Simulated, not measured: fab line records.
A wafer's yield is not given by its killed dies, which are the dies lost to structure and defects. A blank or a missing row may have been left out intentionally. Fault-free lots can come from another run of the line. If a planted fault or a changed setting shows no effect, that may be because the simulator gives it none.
Which tool is to blame? | flow nandHarc | 24 lots with 72 wafers sampled at 6 steps, on a route of 1159 steps

WHAT THE GAUGES READ, wafer by wafer
NHARC_P_BONDPAD_CD_MEAS_13. Usual: 498.0 nm for cdNm, sd 2.5.
lot  | measured     | on       | cdNm (nm)         | flag
L074 | day 6 05:16  | cdSem-01 | 493.6 496.6 498.2 | 
L075 | day 6 17:28  | cdSem-02 | 498.8 497.5 499.5 | 
L076 | day 7 00:16  | cdSem-03 | 496.9 494.1 496.5 | 
L077 | day 7 05:52  | cdSem-01 | 498.5 496.2 494.1 | 
L078 | day 7 09:40  | cdSem-01 | 497.9 496.8 496.6 | 
L079 | day 7 15:37  | cdSem-02 | 497.7 495.0 498.1 | 
L080 | day 8 02:08  | cdSem-01 | 496.9 498.8 499.9 | 
L082 | day 8 09:06  | cdSem-03 | 497.0 496.0 503.4 | 
L081 | day 8 10:03  | cdSem-01 | 498.9 498.8 500.0 | 
L083 | day 8 10:39  | cdSem-02 | 496.4 499.3 495.2 | 
L085 | day 8 21:43  | cdSem-02 | 500.0 503.5 499.2 | 
L084 | day 8 22:04  | cdSem-02 | 495.9 494.3 491.5 | 
L087 | day 9 11:29  | cdSem-02 | 499.2 502.5 496.2 | 
L086 | day 9 11:44  | cdSem-01 | 495.6 495.9 496.1 | 
L088 | day 9 18:13  | cdSem-02 | 501.1 497.2 496.9 | 
L090 | day 10 00:37 | cdSem-01 | 497.8 500.6 497.7 | 
L089 | day 10 14:32 | cdSem-03 | 496.5 500.5 498.8 | 
L092 | day 10 15:51 | cdSem-03 | 496.6 500.5 494.2 | 
L091 | day 10 18:04 | cdSem-01 | 497.5 501.3 495.0 | 
L093 | day 11 03:06 | cdSem-01 | 498.8 493.3 501.2 | 
L094 | day 11 06:05 | cdSem-03 | 499.8 498.6 499.2 | 
L095 | day 11 15:28 | cdSem-02 | 492.7 497.3 498.5 | 
L096 | day 11 21:27 | cdSem-03 | 499.1 498.7 497.4 | 
L097 | day 11 21:38 | cdSem-02 | 499.6 494.9 495.3 | 

NHARC_A_SOURCE_PLATE_THK_MEAS_06: measures by ellipsometry. Usual: 200.6 nm for thkNm, sd 2.3.
lot  | measured     | on           | thkNm (nm)        | flag
L074 | day 7 07:19  | filmMetro-01 | 199.1 201.4 204.3 | 
L075 | day 7 19:06  | filmMetro-02 | 200.4 199.1 198.5 | 
L076 | day 8 01:36  | filmMetro-02 | 202.2 196.4 198.0 | 
L077 | day 8 07:37  | filmMetro-01 | 197.1 197.5 197.8 | 
L078 | day 8 11:52  | filmMetro-01 | 197.7 199.2 198.2 | 
L079 | day 8 17:47  | filmMetro-02 | 199.3 199.5 197.4 | 
L080 | day 9 06:09  | filmMetro-02 | 199.8 200.0 199.4 | 
L082 | day 9 12:32  | filmMetro-01 | 202.9 202.6 200.8 | 
L081 | day 9 12:32  | filmMetro-01 | 199.4 202.1 198.1 | 
L083 | day 9 12:32  | filmMetro-02 | 197.9 199.3 200.0 | 
L085 | day 9 23:00  | filmMetro-02 | 199.8 199.0 204.8 | 
L084 | day 9 23:00  | filmMetro-01 | 200.9 200.8 200.5 | 
L087 | day 10 15:38 | filmMetro-02 | 201.1 199.7 200.7 | 
L086 | day 10 15:38 | filmMetro-01 | 201.3 199.2 199.4 | 
L088 | day 10 19:54 | filmMetro-01 | 200.3 203.9 202.2 | 
L090 | day 11 02:14 | filmMetro-01 | 203.7 201.3 203.6 | 
L089 | day 11 19:32 | filmMetro-02 | 201.8 204.2 203.8 | 
L092 | day 11 19:32 | filmMetro-01 | 200.3 199.8 201.0 | 
L091 | day 11 19:32 | filmMetro-01 | 200.4 205.1 202.6 | 
L093 | day 12 08:39 | filmMetro-02 | 201.1 197.1 200.5 | 
L094 | day 12 08:39 | filmMetro-01 | 199.7 203.1 201.1 | 
L095 | day 12 19:26 | filmMetro-01 | 204.3 204.1 203.8 | 
L096 | day 12 23:39 | filmMetro-01 | 198.8 198.4 200.5 | 
L097 | day 12 23:39 | filmMetro-02 | 195.1 197.7 198.7 | 

NHARC_A_ONON_D1_THK_MEAS_30: measures by ellipsometry. Usual: 999 nm for thkNm, sd 7.8.
lot  | measured     | on           | thkNm (nm)     | flag
L074 | day 7 20:19  | filmMetro-02 | 984 984 986    | 
L075 | day 8 10:47  | filmMetro-01 | 1004 1006 1004 | 
L076 | day 8 15:22  | filmMetro-02 | 1011 1010 1013 | 
L077 | day 8 23:59  | filmMetro-02 | 993 993 995    | 
L078 | day 8 23:59  | filmMetro-01 | 1007 1006 1007 | 
L079 | day 9 07:54  | filmMetro-01 | 1009 1009 1009 | 
L080 | day 9 20:52  | filmMetro-02 | 1003 1003 1001 | 
L082 | day 10 00:55 | filmMetro-02 | 994 994 994    | 
L081 | day 10 00:47 | filmMetro-01 | 992 993 991    | 
L083 | day 10 01:02 | filmMetro-01 | 1006 1007 1007 | 
L085 | day 10 11:42 | filmMetro-01 | 993 996 997    | 
L084 | day 10 11:40 | filmMetro-02 | 1000 1000 999  | 
L087 | day 11 04:20 | filmMetro-02 | 998 999 998    | 
L086 | day 11 03:58 | filmMetro-02 | 990 991 992    | 
L088 | day 11 12:20 | filmMetro-02 | 999 1001 1002  | 
L090 | day 11 12:22 | filmMetro-01 | 993 992 992    | 
L089 | day 12 07:52 | filmMetro-02 | 991 992 990    | 
L092 | day 12 07:52 | filmMetro-01 | 1001 1002 1003 | 
L091 | day 12 07:50 | filmMetro-01 | 1017 1017 1015 | 
L093 | day 12 21:22 | filmMetro-02 | 997 996 996    | 
L094 | day 12 21:21 | filmMetro-01 | 997 995 995    | 
L095 | day 13 09:40 | filmMetro-02 | 993 990 993    | 
L096 | day 13 09:52 | filmMetro-02 | 1012 1012 1010 | 
L097 | day 13 09:31 | filmMetro-01 | 998 997 999    | 

NHARC_A_CHANNEL_HOLE_D1_CD_MEAS_10: target cd 100 nm. Usual: 99.7 nm for cdNm, sd 0.62.
lot  | measured     | on       | cdNm (nm)         | flag
L074 | day 8 03:24  | cdSem-02 | 100.7 100.3 100.2 | 
L075 | day 8 16:02  | cdSem-03 | 99.9 100.0 99.7   | 
L076 | day 8 18:40  | cdSem-03 | 99.3 99.4 99.4    | 
L077 | day 9 03:14  | cdSem-02 | 99.5 100.6 100.7  | 
L078 | day 9 03:43  | cdSem-01 | 98.5 100.5 99.6   | 
L079 | day 9 11:11  | cdSem-03 | 99.2 99.4 99.2    | 
L080 | day 10 00:08 | cdSem-02 | 99.1 99.7 100.0   | 
L082 | day 10 04:47 | cdSem-03 | 99.9 100.3 99.9   | 
L081 | day 10 04:23 | cdSem-01 | 100.4 99.3 99.1   | 
L083 | day 10 06:13 | cdSem-01 | 100.6 100.0 100.3 | 
L085 | day 10 18:58 | cdSem-02 | 98.6 99.2 99.4    | 
L084 | day 10 18:19 | cdSem-02 | 100.9 100.5 100.5 | 
L087 | day 11 09:38 | cdSem-03 | 99.7 100.1 99.7   | 
L086 | day 11 09:16 | cdSem-03 | 99.5 99.9 98.8    | 
L088 | day 11 17:19 | cdSem-02 | 100.5 100.6 101.2 | 
L090 | day 11 17:52 | cdSem-02 | 99.5 99.2 99.2    | 
L089 | day 12 11:43 | cdSem-02 | 99.2 99.8 99.5    | 
L092 | day 12 12:20 | cdSem-02 | 99.6 99.2 99.5    | 
L091 | day 12 11:07 | cdSem-02 | 99.2 99.7 98.7    | 
L093 | day 13 02:42 | cdSem-03 | 99.6 99.3 99.2    | 
L094 | day 13 00:29 | cdSem-03 | 98.9 100.0 99.0   | 
L095 | day 13 19:22 | cdSem-01 | 99.5 99.6 100.1   | 
L096 | day 13 20:08 | cdSem-01 | 100.8 100.6 100.2 | 
L097 | day 13 18:13 | cdSem-02 | 99.0 99.9 99.4    | 

WHAT TOOL EACH LOT RAN ON (gives the tool, then ch and the chambers of the sampled wafers, and finally the start)
lot  | NHARC_P_BONDPAD_CMP_32        | NHARC_P_BONDPAD_CMP_19
L074 | cmp-04 ch 0,1, day 6 03:54    | cmp-01 ch 1,2, day 6 07:02
L075 | cmp-04 ch 1,2,3, day 6 16:10  | cmp-04 ch 0,3, day 6 19:12
L076 | cmp-04 ch 1,2, day 6 22:52    | cmp-03 ch 0,1,3, day 7 02:02
L077 | cmp-04 ch 0,1, day 7 04:33    | cmp-04 ch 0,3, day 7 07:34
L078 | cmp-04 ch 0,3, day 7 08:20    | cmp-04 ch 0,1, day 7 11:22
L079 | cmp-01 ch 0,1, day 7 14:23    | cmp-04 ch 0,3, day 7 17:19
L080 | cmp-03 ch 0,2,3, day 8 00:19  | cmp-04 ch 0,2,3, day 8 03:50
L082 | cmp-03 ch 0,2,3, day 8 07:47  | cmp-04 ch 0,1, day 8 10:56
L081 | cmp-01 ch 1,2,3, day 8 08:41  | cmp-04 ch 0,1,3, day 8 11:50
L083 | cmp-04 ch 1,3, day 8 09:17    | cmp-03 ch 0,3, day 8 12:22
L085 | cmp-03 ch 0,1,2, day 8 20:23  | cmp-03 ch 0,2,3, day 8 23:28
L084 | cmp-04 ch 0,2,3, day 8 20:43  | cmp-04 ch 0,2,3, day 8 23:46
L087 | cmp-04 ch 0,2,3, day 9 10:10  | cmp-01 ch 1,2, day 9 13:12
L086 | cmp-04 ch 1,3, day 9 10:20    | cmp-03 ch 0,1,3, day 9 13:32
L088 | cmp-03 ch 1,2, day 9 16:52    | cmp-03 ch 0,2,3, day 9 20:00
L090 | cmp-03 ch 1,2, day 9 23:25    | cmp-01 ch 1,3, day 10 02:19
L089 | cmp-04 ch 0,2, day 10 13:14   | cmp-01 ch 0,3, day 10 16:16
L092 | cmp-04 ch 0,1,3, day 10 14:34 | cmp-04 ch 1,2, day 10 17:33
L091 | cmp-04 ch 0,3, day 10 16:44   | cmp-03 ch 0,1, day 10 19:50
L093 | cmp-04 ch 2,3, day 11 01:44   | cmp-03 ch 1,2,3, day 11 05:03
L094 | cmp-04 ch 0,1,3, day 11 04:46 | cmp-04 ch 0,1,3, day 11 07:47
L095 | cmp-01 ch 2,3, day 11 14:06   | cmp-01 ch 0,1,3, day 11 17:17
L096 | cmp-01 ch 0,2,3, day 11 20:07 | cmp-04 ch 1,2, day 11 23:15
L097 | cmp-03 ch 1,2,3, day 11 20:27 | cmp-03 ch 0,2,3, day 11 23:37
- NHARC_P_BONDPAD_CMP_32: polishes SiCN, target thk 200 nm.
- NHARC_P_BONDPAD_CMP_19: polishes, t overpolish 30 s, cu recess touch 16 s, target thk 160.81 nm.

AS READ BY THE TOOLS THEMSELVES (means over the sampled wafers that have a number; for cases with no such wafer, the mark the record gives instead)
NHARC_P_BONDPAD_CMP_32. Usual: motorCurrentA 11.8 A, standard deviation 1.3; slurryFlowMlMin 150.0, standard deviation 0.46.
lot  | tool   | motorCurrentA (A) | slurryFlowMlMin | flag
L074 | cmp-04 | 11.4              | 150.3           | 
L075 | cmp-04 | 11.5              | 150.1           | 
L076 | cmp-04 | 11.9              | 150.4           | 
L077 | cmp-04 | 11.3              | 149.9           | 
L078 | cmp-04 | 10.5              | 150.0           | 
L079 | cmp-01 | 13.0              | 150.4           | 
L080 | cmp-03 | 11.5              | 150.3           | 
L082 | cmp-03 | 11.3              | 149.9           | 
L081 | cmp-01 | 13.9              | 149.9           | 
L083 | cmp-04 | 11.5              | 150.0           | 
L085 | cmp-03 | 12.5              | 150.3           | 
L084 | cmp-04 | 11.1              | 150.2           | 
L087 | cmp-04 | 10.8              | 150.1           | 
L086 | cmp-04 | 10.5              | 149.8           | 
L088 | cmp-03 | 11.7              | 149.7           | 
L090 | cmp-03 | 12.3              | 150.1           | 
L089 | cmp-04 | 11.7              | 150.7           | 
L092 | cmp-04 | 10.6              | 149.6           | 
L091 | cmp-04 | 10.5              | 150.3           | 
L093 | cmp-04 | 11.1              | 150.1           | 
L094 | cmp-04 | 11.1              | 150.1           | 
L095 | cmp-01 | 12.9              | 149.4           | 
L096 | cmp-01 | 12.9              | 150.4           | 
L097 | cmp-03 | 11.4              | 150.3           | 

NHARC_P_BONDPAD_CMP_19. Usual: motorCurrentA 11.9 A, standard deviation 1.4; overpolishRunS 29.999 s, standard deviation 0.0086; slurryFlowMlMin 150.0, standard deviation 0.48.
lot  | tool   | motorCurrentA (A) | overpolishRunS (s) | slurryFlowMlMin | flag
L074 | cmp-01 | 13.8              | 29.998             | 149.7           | 
L075 | cmp-04 | 10.8              | 29.994             | 149.8           | 
L076 | cmp-03 | 12.5              | 30.001             | 150.1           | 
L077 | cmp-04 | 10.5              | 29.990             | 150.1           | 
L078 | cmp-04 | 11.3              | 30.009             | 149.7           | 
L079 | cmp-04 | 10.1              | 29.998             | 150.1           | 
L080 | cmp-04 | 11.1              | 30.004             | 150.6           | 
L082 | cmp-04 | 11.3              | 29.998             | 150.5           | 
L081 | cmp-04 | 11.1              | 29.995             | 149.5           | 
L083 | cmp-03 | 11.9              | 30.000             | 149.6           | 
L085 | cmp-03 | 11.3              | 29.998             | 150.2           | 
L084 | cmp-04 | 10.9              | 29.989             | 150.0           | 
L087 | cmp-01 | 12.6              | 30.009             | 150.2           | 
L086 | cmp-03 | 12.4              | 30.004             | 149.9           | 
L088 | cmp-03 | 11.5              | 29.996             | 149.9           | 
L090 | cmp-01 | 13.6              | 29.991             | 149.8           | 
L089 | cmp-01 | 13.6              | 29.996             | 150.5           | 
L092 | cmp-04 | 12.2              | 30.004             | 149.9           | 
L091 | cmp-03 | 13.4              | 30.003             | 149.9           | 
L093 | cmp-03 | 11.4              | 29.989             | 149.9           | 
L094 | cmp-04 | 10.9              | 30.007             | 149.8           | 
L095 | cmp-01 | 13.8              | 29.999             | 150.0           | 
L096 | cmp-04 | 12.2              | 29.992             | 150.2           | 
L097 | cmp-03 | 11.4              | 30.004             | 149.7           | 

THE ANSWER, worked out from the rows above alone
Rule: a lot counts as off when the mean over its wafers that have a number is more than 3 standard deviations away from the usual mean. Also off: a lot with no number at a reading for which 4 or more lots have one. Any other lot the step has rows for is counted as sound. After the gauges, taken in route order, come the tools' own readings; for these a lot's mean is taken, as printed above. At the first step where some lot is off, the reading lying furthest off is the one used; lots without a number count as furthest.
No lot is off at any reading shown: from this, nothing can be told.

WHAT THE SIMULATOR HAD PUT IN
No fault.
